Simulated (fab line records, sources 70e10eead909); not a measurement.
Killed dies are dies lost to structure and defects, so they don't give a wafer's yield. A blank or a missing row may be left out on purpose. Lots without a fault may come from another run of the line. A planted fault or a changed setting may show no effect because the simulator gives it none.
Chamber matching | flow nand_harc | NHARC_A_CONTACT_ETCH_48 on rie_diel-11: 4 sister chambers
The step etches the open film in CF4, target depth 39 nm, time 65 s. 8 wafers are shown with their chamber, then 9 later ones without.

WAFERS WITH THEIR CHAMBER
wafer  | chamber | showerhead_plenum_p_Torr (Torr) | rf_vpp_V (V)
L601.1 | 1       | 1.82                            | 152.1
L606.2 | 3       | 1.85                            | 152.3
L606.6 | 2       | 1.72                            | 150.3
L608.4 | 2       | 1.72                            | 150.2
L608.5 | 0       | 1.71                            | 150.5
L616.1 | 1       | 1.81                            | 151.6
L616.3 | 3       | 1.85                            | 153.5
L616.4 | 0       | 1.71                            | 149.6

WAFERS WITHOUT THEIR CHAMBER
wafer  | showerhead_plenum_p_Torr (Torr) | rf_vpp_V (V)
L617.2 | 1.85                            | 151.3
L617.3 | 1.72                            | 149.0
L617.6 | 1.81                            | 153.3
L618.4 | 1.70                            | 150.7
L618.5 | 1.85                            | 151.4
L618.6 | 1.72                            | 150.8
L619.1 | 1.70                            | 149.3
L619.2 | 1.72                            | 149.8
L619.4 | 1.84                            | 152.0

WHICH CHAMBER EACH WENT THROUGH
wafer  | from the rows above     | in truth
L617.2 | 3                       | 3
L617.3 | can't be placed: 2 or 0 | 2
L617.6 | 1                       | 1
L618.4 | 0                       | 0
L618.5 | 3                       | 3
L618.6 | 2                       | 2
L619.1 | 0                       | 0
L619.2 | 2                       | 2
L619.4 | 3                       | 3
Placed correctly: 8 of 9. Can't be placed from these rows: 1 (the true chamber is among the candidates in 1). Placed wrongly: 0.
How it was worked out, from the rows above alone: a wafer's distance from a chamber is the root of the sum, over the readings, of the square of ((its reading less the chamber's mean) divided by the reading's scatter). The wafer belongs to the nearest chamber; if the next one is less than 2 further off, it can't be placed. A chamber's mean is the mean of its shown wafers. The scatter: the root of (the sum of the squares of (reading less its chamber's mean) over the shown wafers, divided by (wafers less chambers)).
